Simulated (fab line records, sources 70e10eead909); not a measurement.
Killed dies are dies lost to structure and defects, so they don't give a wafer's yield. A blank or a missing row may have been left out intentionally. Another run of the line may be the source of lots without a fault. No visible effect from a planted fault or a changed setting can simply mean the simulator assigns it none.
The tool behind it: which one?    flow nand-harc    33 wafers from 11 lots sampled at 5 of the route's 1302 steps

== WHAT THE GAUGES READ, wafer by wafer ==
NHARC_END_SORT_01.
lot   measured      on         killed-at-array
L167  day 25 01:37  prober-01  55 47 47
L168  day 25 13:22  prober-02  43 36 49
L172  day 26 05:04  prober-02  43 59 39
L177  day 29 04:44  prober-01  42 50 43
L179  day 30 04:32  prober-02  71 55 78
L182  day 30 20:09  prober-01  85 82 668
L190  day 33 19:35  prober-02  66 76 68

== WHICH TOOL RAN EACH LOT (tool, then ch and the chambers of the sampled wafers, then the start) ==
lot   NHARC_A_STAIRCASE_ETCH_221                     NHARC_A_STAIRCASE_ETCH_223                     NHARC_A_STAIRCASE_TRIM_226                     NHARC_A_STAIRCASE_TRIM_233
L167  rie-diel-09 ch 0,1, day 16 11:27 or earlier    rie-diel-09 ch 0,1,3, day 16 11:27 or earlier  rie-diel-09 ch 1,2,3, day 16 11:27 or earlier  rie-diel-09 ch 0,1, day 16 11:27
L168  rie-diel-06 ch 1,3, day 16 13:35 or earlier    rie-diel-06 ch 2,3, day 16 13:35 or earlier    rie-diel-06 ch 1,2, day 16 13:35 or earlier    rie-diel-06 ch 1,2,3, day 16 13:35
L169  rie-diel-03 ch 1,2,3, day 17 07:47 or earlier  rie-diel-03 ch 0,1,2, day 17 07:47 or earlier  rie-diel-03 ch 0,1,2, day 17 07:47 or earlier  rie-diel-03 ch 1,2,3, day 17 07:47
L172  rie-diel-09 ch 1,2, day 18 02:09 or earlier    rie-diel-09 ch 1,2,3, day 18 02:09 or earlier  rie-diel-09 ch 1,2,3, day 18 02:09 or earlier  rie-diel-09 ch 1,3, day 18 02:09
L174  rie-diel-03 ch 0,1,2, day 18 19:48 or earlier  rie-diel-03 ch 0,1,3, day 18 19:48 or earlier  rie-diel-03 ch 0,2,3, day 18 19:48 or earlier  rie-diel-03 ch 0,1,3, day 18 19:48
L175  rie-diel-03 ch 0,2,3, day 19 17:18 or earlier  rie-diel-03 ch 0,2,3, day 19 17:18 or earlier  rie-diel-03 ch 1,2,3, day 19 17:18 or earlier  rie-diel-03 ch 0,1,2, day 19 17:18
L177  rie-diel-06 ch 0,1,3, day 20 12:21 or earlier  rie-diel-06 ch 0,2,3, day 20 12:21 or earlier  rie-diel-06 ch 0,1,3, day 20 12:21 or earlier  rie-diel-09 ch 0,2,3, day 20 12:21
L179  rie-diel-03 ch 2,3, day 21 19:31 or earlier    rie-diel-03 ch 2,3, day 21 19:31 or earlier    rie-diel-03 ch 3, day 21 19:31 or earlier      rie-diel-03 ch 1,2, day 21 19:31
L182  rie-diel-03 ch 0,1,2, day 22 05:23 or earlier  rie-diel-03 ch 0,2, day 22 05:23 or earlier    rie-diel-03 ch 0,1,2, day 22 05:23 or earlier  rie-diel-09 ch 0,2,3, day 22 05:23
L189  rie-diel-06 ch 0,1,3, day 24 18:31 or earlier  rie-diel-06 ch 0,2,3, day 24 18:31 or earlier  rie-diel-06 ch 1,2,3, day 24 18:31 or earlier  rie-diel-03 ch 0,1,3, day 24 18:31
L190  rie-diel-09 ch 0,1,3, day 25 14:45 or earlier  rie-diel-09 ch 1,2, day 25 14:45 or earlier    rie-diel-09 ch 1,2,3, day 25 14:45 or earlier  rie-diel-06 ch 0,1,2, day 25 14:45
- NHARC_A_STAIRCASE_ETCH_221: etches the open film in C4F8/O2, target depth 100 nm, time 40.5 s.
- NHARC_A_STAIRCASE_ETCH_223: etches the open film in C4F8/O2, target depth 100 nm, time 40.5 s.
- NHARC_A_STAIRCASE_TRIM_226: chemistry O2, time 211.2 s.
- NHARC_A_STAIRCASE_TRIM_233: chemistry O2, time 211.2 s.

== THE ANSWER, worked out from the rows above alone ==
Rule: the usual values come from the lots themselves. Put in order of their means at a reading, lots are off if they are a third of the lots or fewer, leave a main group of 4 or more, and stand apart from it by a gap of 3 or more times the standard deviation of the main group's means; of several such gaps the widest counts. A main group whose means are all the same, to the digits that the tables above print for the reading, isn't used. Also off: a lot with no number at a reading for which 4 or more lots have one. Where the step has rows for the other lots, those lots are counted as sound.
Off: L182 (NHARC_END_SORT_01, killed-at-array). Mean 54 and standard deviation 11 in the main group. Neither off nor sound, because the step has no rows for them: L169, L174, L175, L189.
A tool fits if, at a process step before that reading, it ran every lot that is off, and no sound lot after the first of them. Gauges at NHARC_END_SORT_01: tried the same way as those tools. With no start given for some of its lots, NHARC_A_STAIRCASE_ETCH_221 uses the hours and lot order of NHARC_A_STAIRCASE_TRIM_233. With no start given for some of its lots, NHARC_A_STAIRCASE_ETCH_223 uses the hours and lot order of NHARC_A_STAIRCASE_TRIM_233. With no start given for some of its lots, NHARC_A_STAIRCASE_TRIM_226 uses the hours and lot order of NHARC_A_STAIRCASE_TRIM_233. Can't be told from this: 3 tools fit, rie-diel-03 at NHARC_A_STAIRCASE_ETCH_221 and NHARC_A_STAIRCASE_ETCH_223 and NHARC_A_STAIRCASE_TRIM_226, rie-diel-09 at NHARC_A_STAIRCASE_TRIM_233, prober-01 at NHARC_END_SORT_01.

== WHAT THE SIMULATOR HAD PUT IN ==
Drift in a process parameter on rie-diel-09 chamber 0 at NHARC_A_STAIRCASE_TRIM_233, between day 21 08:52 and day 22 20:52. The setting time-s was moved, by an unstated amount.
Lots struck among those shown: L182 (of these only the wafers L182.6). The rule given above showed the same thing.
